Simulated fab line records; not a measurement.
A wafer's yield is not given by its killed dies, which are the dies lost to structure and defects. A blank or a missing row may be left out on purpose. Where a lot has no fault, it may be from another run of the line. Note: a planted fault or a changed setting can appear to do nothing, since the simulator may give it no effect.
fab line records ; flow nandHarc
record lots=14; wafers=42; lastDay=32
route steps=1302 shown P_ZERO_WELL@11 P_STI@109
lots untouched by any fault: they come from a run of this same line in which no faults occurred
startH: start of the lot's first displayed wafer, in hours after the record's first day ; waitH: hours from the lot's prior step to this one ; " repeats the value in the row above ; L1.1+2: one row covering several wafers at once ; - either no value or no given start ; * or withheld: withheld ; < > ~ a bound
route shown NAME@n: names a module that has steps shown in the file, with the first one's number in the route ; usual: the fault-free wafers' mean and standard deviation ; same: alike in all rows ; chamber/n: place in a boat ; sites: each site's reading ; _std_site: standard deviation of those values ; _edge_site: the outer-site mean with the inner-site mean subtracted ; radiusMm: for every site, how far away it sits from the centre of the wafer ; mask NAME#n: copy n ; behind: the last tool/chamber to shape the wafer ; hold: the reason the lot was held/the length of the hold in hours/how it ended ; device: transistor that didn't switch, given as n, p or np ; end of line: tests run on the same wafers once the route is complete ; where a step has no rows: the recipe by itself ; killed: dies lost to structure and defects at the first sort, not the wafer's yield ; map: per-die view of a wafer (x killed, . not killed, _ where there is no die)
set.NAME: the setting as run; set.NAME@STEP: as run at that earlier step ; model.NAME: the simulator's own value behind a step, which no gauge read
the route's steps for a sample of lots (tables are steps, rows are wafers)
services: from which hour (startH, from the record's first day; less than 0 if before it) a tool's chamber was out of use, for how many hours, and why
## steps
# step NHARC_P_ZERO_WELL_EXPOSE_08
# recipe na=0.55; targetCdNm=500; doseMj=33.8; maskId=P_ZERO
# usual exposureDoseMJCm2=33.79/0.032
lot.wafer;tool;chamber;startH;waitH;mask;exposureDoseMJCm2
L132.1;krfScanner-01;0;31.11;-;P_ZERO#0;33.80
L132.2;krfScanner-01;0;31.11;-;P_ZERO#0;33.80
L132.4;krfScanner-01;0;31.11;-;P_ZERO#0;33.78
L133.1;krfScanner-01;0;40.99;-;P_ZERO#0;33.78
L133.2;krfScanner-01;0;40.99;-;P_ZERO#0;33.80
L133.6;krfScanner-01;0;40.99;-;P_ZERO#0;33.80
L134.2;krfScanner-04;0;51.10;-;P_ZERO#0;33.77
L134.5;krfScanner-04;0;51.10;-;P_ZERO#0;33.85
L134.6;krfScanner-04;0;51.10;-;P_ZERO#0;33.86
L137.2;krfScanner-04;0;80.97;-;P_ZERO#0;42.99
L137.3;krfScanner-04;0;80.97;-;P_ZERO#0;43.06
L137.5;krfScanner-04;0;80.97;-;P_ZERO#0;43.07
L138.3;krfScanner-02;0;91.10;-;P_ZERO#0;33.83
L138.5;krfScanner-02;0;91.10;-;P_ZERO#0;33.79
L138.6;krfScanner-02;0;91.10;-;P_ZERO#0;33.82
L139.2;krfScanner-04;0;101.09;-;P_ZERO#0;41.23
L139.3;krfScanner-04;0;101.09;-;P_ZERO#0;41.22
L139.4;krfScanner-04;0;101.09;-;P_ZERO#0;41.23
L140.2;krfScanner-01;0;111.09;-;P_ZERO#0;33.80
L140.5;krfScanner-01;0;111.09;-;P_ZERO#0;33.80
L140.6;krfScanner-01;0;111.09;-;P_ZERO#0;33.78
L142.1;krfScanner-02;0;131.09;-;P_ZERO#0;33.80
L142.3;krfScanner-02;0;131.09;-;P_ZERO#0;33.77
L142.6;krfScanner-02;0;131.09;-;P_ZERO#0;33.78
L145.3;krfScanner-01;0;160.97;-;P_ZERO#0;33.81
L145.5;krfScanner-01;0;160.97;-;P_ZERO#0;33.80
L145.6;krfScanner-01;0;160.97;-;P_ZERO#0;33.83
L146.3;krfScanner-02;0;171.11;-;P_ZERO#0;33.74
L146.4;krfScanner-02;0;171.11;-;P_ZERO#0;33.75
L146.6;krfScanner-02;0;171.11;-;P_ZERO#0;33.80
L147.2;krfScanner-01;0;181.10;-;P_ZERO#0;33.73
L147.4;krfScanner-01;0;181.10;-;P_ZERO#0;33.71
L147.5;krfScanner-01;0;181.10;-;P_ZERO#0;33.75
L148.1;krfScanner-02;0;191.16;-;P_ZERO#0;33.82
L148.2;krfScanner-02;0;191.16;-;P_ZERO#0;33.86
L148.3;krfScanner-02;0;191.16;-;P_ZERO#0;33.80
L151.1;krfScanner-02;0;220.96;-;P_ZERO#0;33.80
L151.2;krfScanner-02;0;220.96;-;P_ZERO#0;33.86
L151.3;krfScanner-02;0;220.96;-;P_ZERO#0;33.82
L152.4;krfScanner-02;0;230.98;-;P_ZERO#0;33.79
L152.5;krfScanner-02;0;230.98;-;P_ZERO#0;33.79
L152.6;krfScanner-02;0;230.98;-;P_ZERO#0;33.76
# step NHARC_P_ZERO_WELL_CD_MEAS_11
# recipe targetCdNm=500; landingEnergyEv=500
# usual cdNm=499.4/1.7
lot.wafer;tool;chamber;startH;waitH;cdNm
L132.1;cdSem-01;0;31.26;-;496.1
L132.2;cdSem-01;0;31.26;-;496.8
L132.4;cdSem-01;0;31.26;-;496.9
L133.1;cdSem-02;0;41.14;-;500.1
L133.2;cdSem-02;0;41.14;-;500.4
L133.6;cdSem-02;0;41.14;-;500.0
L134.2;cdSem-02;0;51.25;-;498.5
L134.5;cdSem-02;0;51.25;-;497.5
L134.6;cdSem-02;0;51.25;-;496.0
L137.2;cdSem-03;0;81.12;-;542.7
L137.3;cdSem-03;0;81.12;-;544.2
L137.5;cdSem-03;0;81.12;-;544.6
L138.3;cdSem-03;0;91.25;-;501.0
L138.5;cdSem-03;0;91.25;-;500.5
L138.6;cdSem-03;0;91.25;-;497.0
L139.2;cdSem-02;0;101.24;-;534.4
L139.3;cdSem-02;0;101.24;-;533.3
L139.4;cdSem-02;0;101.24;-;534.4
L140.2;cdSem-02;0;111.24;-;499.2
L140.5;cdSem-02;0;111.24;-;497.7
L140.6;cdSem-02;0;111.24;-;498.9
L142.1;cdSem-01;0;131.24;-;500.9
L142.3;cdSem-01;0;131.24;-;500.5
L142.6;cdSem-01;0;131.24;-;500.8
L145.3;cdSem-01;0;161.12;-;498.5
L145.5;cdSem-01;0;161.12;-;500.0
L145.6;cdSem-01;0;161.12;-;498.0
L146.3;cdSem-01;0;171.25;-;503.7
L146.4;cdSem-01;0;171.25;-;500.1
L146.6;cdSem-01;0;171.25;-;501.0
L147.2;cdSem-03;0;181.25;-;497.7
L147.4;cdSem-03;0;181.25;-;498.2
L147.5;cdSem-03;0;181.25;-;498.9
L148.1;cdSem-01;0;191.31;-;501.2
L148.2;cdSem-01;0;191.31;-;499.9
L148.3;cdSem-01;0;191.31;-;500.0
L151.1;cdSem-03;0;221.12;-;499.6
L151.2;cdSem-03;0;221.12;-;499.8
L151.3;cdSem-03;0;221.12;-;500.3
L152.4;cdSem-03;0;231.12;-;499.6
L152.5;cdSem-03;0;231.12;-;499.1
L152.6;cdSem-03;0;231.12;-;498.7
# step NHARC_P_ZERO_WELL_CD_MEAS_52
# recipe targetCdNm=2000; landingEnergyEv=500
# usual cdNm=1999.8/1.9
lot.wafer;tool;chamber;startH;waitH;cdNm
L132.1;cdSem-02;0;35.97;-;2000.4
L132.2;cdSem-02;0;35.97;-;2001.9
L132.4;cdSem-02;0;35.97;-;1999.9
L133.1;cdSem-01;0;45.68;-;2001.7
L133.2;cdSem-01;0;45.68;-;2000.5
L133.6;cdSem-01;0;45.68;-;2000.0
L134.2;cdSem-02;0;55.49;-;1995.4
L134.5;cdSem-02;0;55.49;-;1999.8
L134.6;cdSem-02;0;55.49;-;1998.8
L137.2;cdSem-01;0;85.66;-;2001.1
L137.3;cdSem-01;0;85.66;-;1997.3
L137.5;cdSem-01;0;85.66;-;1997.0
L138.3;cdSem-02;0;95.87;-;2000.2
L138.5;cdSem-02;0;95.87;-;1999.6
L138.6;cdSem-02;0;95.87;-;2001.2
L139.2;cdSem-03;0;105.77;-;2002.7
L139.3;cdSem-03;0;105.77;-;1998.2
L139.4;cdSem-03;0;105.77;-;2000.4
L140.2;cdSem-01;0;115.77;-;1998.1
L140.5;cdSem-01;0;115.77;-;1998.2
L140.6;cdSem-01;0;115.77;-;1995.6
L142.1;cdSem-01;0;135.77;-;1996.3
L142.3;cdSem-01;0;135.77;-;1996.9
L142.6;cdSem-01;0;135.77;-;1999.6
L145.3;cdSem-02;0;165.69;-;1996.4
L145.5;cdSem-02;0;165.69;-;2000.1
L145.6;cdSem-02;0;165.69;-;1999.4
L146.3;cdSem-02;0;176.01;-;2005.3
L146.4;cdSem-02;0;176.01;-;2000.8
L146.6;cdSem-02;0;176.01;-;2002.2
L147.2;cdSem-03;0;185.84;-;1998.5
L147.4;cdSem-03;0;185.84;-;1995.2
L147.5;cdSem-03;0;185.84;-;1998.4
L148.1;cdSem-03;0;195.85;-;2002.7
L148.2;cdSem-03;0;195.85;-;1999.3
L148.3;cdSem-03;0;195.85;-;2000.3
L151.1;cdSem-01;0;225.70;-;1999.8
L151.2;cdSem-01;0;225.70;-;2002.1
L151.3;cdSem-01;0;225.70;-;2001.1
L152.4;cdSem-03;0;235.75;-;1999.8
L152.5;cdSem-03;0;235.75;-;1999.8
L152.6;cdSem-03;0;235.75;-;2001.9
# step NHARC_P_ZERO_WELL_DESCUM_54
# recipe timeS=3; o2FlowSccm=200; arFlowSccm=0; biasPowerW=0; chemistry=O2
# usual drypumpMotorCurrentA=5.8/0.54; oesProductAu=1.003/0.0097; rfVppV=57.6/0.91; showerheadPlenumPTorr=1.89/0.087; throttleValvePct=11.310/0.0095
lot.wafer;tool;chamber;startH;waitH;drypumpMotorCurrentA;oesProductAu;rfHoursCounterH;rfVppV;showerheadPlenumPTorr;throttleValvePct
L132.2;rieDiel-05;3;36.16;-;5.0;1.007;35;55.9;1.81;11.317
L132.4;rieDiel-05;0;36.16;-;5.5;0.999;49;58.4;2.02;11.307
L132.1;rieDiel-05;1;36.16;-;6.6;1.008;51;57.8;1.89;11.308
L133.2;rieDiel-11;3;45.84;-;5.9;1.017;45;57.1;1.80;11.305
L133.1;rieDiel-11;1;45.84;-;5.8;0.993;46;57.6;2.02;11.314
L133.6;rieDiel-11;3;45.84;-;5.8;1.011;-;57.3;1.80;11.297
L134.2;rieDiel-11;1;55.68;-;5.8;1.002;48;58.0;2.02;11.325
L134.6;rieDiel-11;2;55.68;-;5.6;1.005;-;56.6;1.81;11.295
L134.5;rieDiel-11;3;55.68;-;5.8;1.011;-;57.2;1.80;11.321
L137.2;rieDiel-05;3;86.15;-;4.9;1.006;10;56.5;1.80;11.293
L137.3;rieDiel-05;1;86.15;-;6.6;1.012;12;57.8;1.89;11.286
L137.5;rieDiel-05;3;86.15;-;5.0;1.011;-;57.1;1.80;11.321
L138.3;rieDiel-05;3;96.03;-;5.0;0.998;12;57.3;1.80;11.306
L138.5;rieDiel-05;3;96.03;-;5.0;1.008;-;57.6;1.80;11.310
L138.6;rieDiel-05;0;96.03;-;5.5;1.009;-;56.5;2.01;11.313
L139.4;rieDiel-04;1;105.93;-;5.4;1.010;31;59.2;1.77;11.313
L139.2;rieDiel-04;2;105.93;-;5.7;0.994;31;58.2;1.95;11.324
L139.3;rieDiel-04;3;105.93;-;6.2;0.999;29;57.7;1.93;11.326
L140.2;rieDiel-11;2;115.95;-;5.5;1.002;9;57.5;1.81;11.302
L140.6;rieDiel-11;0;115.95;-;6.5;1.009;-;57.8;1.92;11.320
L140.5;rieDiel-11;1;115.95;-;5.8;0.976;-;58.1;2.01;11.315
L142.1;rieDiel-04;1;135.95;-;5.4;1.011;39;57.4;1.77;11.316
L142.3;rieDiel-04;2;135.95;-;5.7;0.992;40;59.6;1.95;11.312
L142.6;rieDiel-04;3;135.95;-;6.2;1.015;-;58.0;1.93;11.323
L145.3;rieDiel-04;1;165.84;-;5.4;1.001;49;56.6;1.76;11.297
L145.5;rieDiel-04;1;165.84;-;5.4;1.001;-;57.6;1.76;11.313
L145.6;rieDiel-04;2;165.84;-;5.7;1.004;-;57.9;1.94;11.315
L146.3;rieDiel-05;3;176.20;-;4.9;1.007;35;57.8;1.79;11.286
L146.4;rieDiel-05;2;176.20;-;6.3;1.006;-;55.3;1.84;11.311
L146.6;rieDiel-05;3;176.20;-;4.9;1.007;-;57.4;1.79;11.314
L147.2;rieDiel-05;3;186.04;-;5.0;1.004;41;58.3;1.79;11.318
L147.4;rieDiel-05;3;186.04;-;4.9;1.020;-;55.6;1.79;11.307
L147.5;rieDiel-05;1;186.04;-;6.6;1.009;-;56.1;1.88;11.311
L148.1;rieDiel-11;1;196.01;-;5.8;0.990;36;57.0;2.00;11.307
L148.2;rieDiel-11;3;196.01;-;5.8;1.009;36;56.5;1.78;11.299
L148.3;rieDiel-11;0;196.01;-;6.4;0.986;36;57.7;1.91;11.299
L151.2;rieDiel-11;0;228.32;-;6.4;1.004;49;57.5;1.90;11.314
L151.3;rieDiel-11;1;228.32;-;5.8;0.982;45;58.0;2.00;11.307
L151.1;rieDiel-11;2;228.32;-;5.5;1.019;48;57.3;1.80;11.300
L152.4;rieDiel-11;0;236.18;-;6.5;1.010;52;57.9;1.90;11.307
L152.5;rieDiel-11;1;236.18;-;5.8;0.987;-;58.6;2.00;11.328
L152.6;rieDiel-11;2;236.18;-;5.6;0.999;-;56.4;1.80;11.318
# step NHARC_P_STI_INSPECT_25
# usual rawDefectCount=223/78
lot.wafer;tool;chamber;startH;waitH;rawDefectCount
L132.1;defectInspect-01;-;85.70;0.4;115
L132.2;defectInspect-01;-;85.70;0.4;161
L132.4;defectInspect-01;-;85.70;0.4;242
L133.1;defectInspect-01;-;95.83;0.4;170
L133.2;defectInspect-01;-;95.83;0.4;229
L133.6;defectInspect-01;-;95.83;0.4;169
L134.2;defectInspect-02;-;102.49;0.4;273
L134.5;defectInspect-02;-;102.49;0.4;326
L134.6;defectInspect-02;-;102.49;0.4;379
L137.2;defectInspect-01;-;134.91;0.4;201
L137.3;defectInspect-01;-;134.91;0.4;243
L137.5;defectInspect-01;-;134.91;0.4;143
L139.2;defectInspect-02;-;151.01;0.4;145
L139.3;defectInspect-02;-;151.01;0.4;183
L139.4;defectInspect-02;-;151.01;0.4;142
L138.3;defectInspect-01;-;151.01;0.4;216
L138.5;defectInspect-01;-;151.01;0.4;238
L138.6;defectInspect-01;-;151.01;0.4;159
L140.2;defectInspect-01;-;166.71;0.4;216
L140.5;defectInspect-01;-;166.71;0.4;228
L140.6;defectInspect-01;-;166.71;0.4;231
L142.1;defectInspect-02;-;179.41;0.4;197
L142.3;defectInspect-02;-;179.41;0.4;203
L142.6;defectInspect-02;-;179.41;0.4;212
L145.3;defectInspect-01;-;217.77;0.4;258
L145.5;defectInspect-01;-;217.77;0.4;283
L145.6;defectInspect-01;-;217.77;0.4;205
L146.3;defectInspect-01;-;223.59;0.4;283
L146.4;defectInspect-01;-;223.59;0.4;294
L146.6;defectInspect-01;-;223.59;0.4;239
L147.2;defectInspect-02;-;238.60;0.4;131
L147.4;defectInspect-02;-;238.60;0.4;248
L147.5;defectInspect-02;-;238.60;0.4;302
L148.1;defectInspect-01;-;243.14;0.4;203
L148.2;defectInspect-01;-;243.14;0.4;171
L148.3;defectInspect-01;-;243.14;0.4;264
L151.1;defectInspect-02;-;269.67;0.4;212
L151.2;defectInspect-02;-;269.67;0.4;198
L151.3;defectInspect-02;-;269.67;0.4;325
L152.4;defectInspect-02;-;279.71;0.4;178
L152.5;defectInspect-02;-;279.71;0.4;249
L152.6;defectInspect-02;-;279.71;0.4;211
## services
tool;chamber;startH;hours;kind
krfScanner-04;-;10.00;4.0;pm
rieDiel-05;2;16.61;4.6;repair
krfScanner-02;-;21.16;7.8;repair
rieDiel-05;3;23.08;4.5;repair
krfScanner-01;-;47.52;1.3;repair
rieDiel-05;-;52.65;9.0;pm
rieDiel-11;0;52.67;9.7;repair
krfScanner-04;-;62.07;1.8;repair
krfScanner-02;-;75.76;1.0;repair
rieDiel-11;-;78.63;9.0;pm
krfScanner-02;-;94.02;4.0;pm
krfScanner-02;-;112.16;2.4;repair
krfScanner-01;-;121.79;0.7;repair
krfScanner-02;-;128.11;1.4;repair
krfScanner-04;-;131.76;1.7;repair
rieDiel-05;0;133.98;3.9;repair
krfScanner-01;-;140.00;4.0;pm
rieDiel-04;1;151.58;1.9;repair
rieDiel-04;1;157.93;2.0;repair
rieDiel-05;0;159.05;37.6;repair
rieDiel-05;1;168.30;2.3;repair
rieDiel-11;1;209.86;6.0;repair
rieDiel-05;-;229.65;9.0;pm
krfScanner-01;-;234.65;9.7;repair
## key
firstSign step=NHARC_P_ZERO_WELL_EXPOSE_08; reading=exposureDoseMJCm2; direction=up; sigmas=99+; usual=33.79; struck=42.13
effect step=NHARC_P_ZERO_WELL_CD_MEAS_11; reading=cdNm; direction=up; sigmas=24; usual=499.4; struck=538.9; through=controlLoop
metAt NHARC_P_ZERO_WELL_EXPOSE_08
struckLots L137,L139
rowsEnd L137.2,L137.3,L137.5,L139.2,L139.3,L139.4
loopTrim step=NHARC_P_ZERO_WELL_EXPOSE_08; setting=dose; lots=L139
notActingAt NHARC_P_ZERO_WELL_CD_MEAS_52,NHARC_P_ZERO_WELL_DESCUM_54,NHARC_P_STI_INSPECT_25
onsetBetween 51.10 80.97
fault kind=processParameterDrift; tool=krfScanner-04; chamber=-; onsetH=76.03; steps=NHARC_P_ZERO_WELL_EXPOSE_08; channel=doseMj; offset=9.2881; shape=step; actsIn=theseRecipesOnly; stated=33.8
# rowsEnd: these wafers met a further fault down the route, and their rows from its step on are left out
# loopTrim: a control loop set the setting to another value than it would have without faults
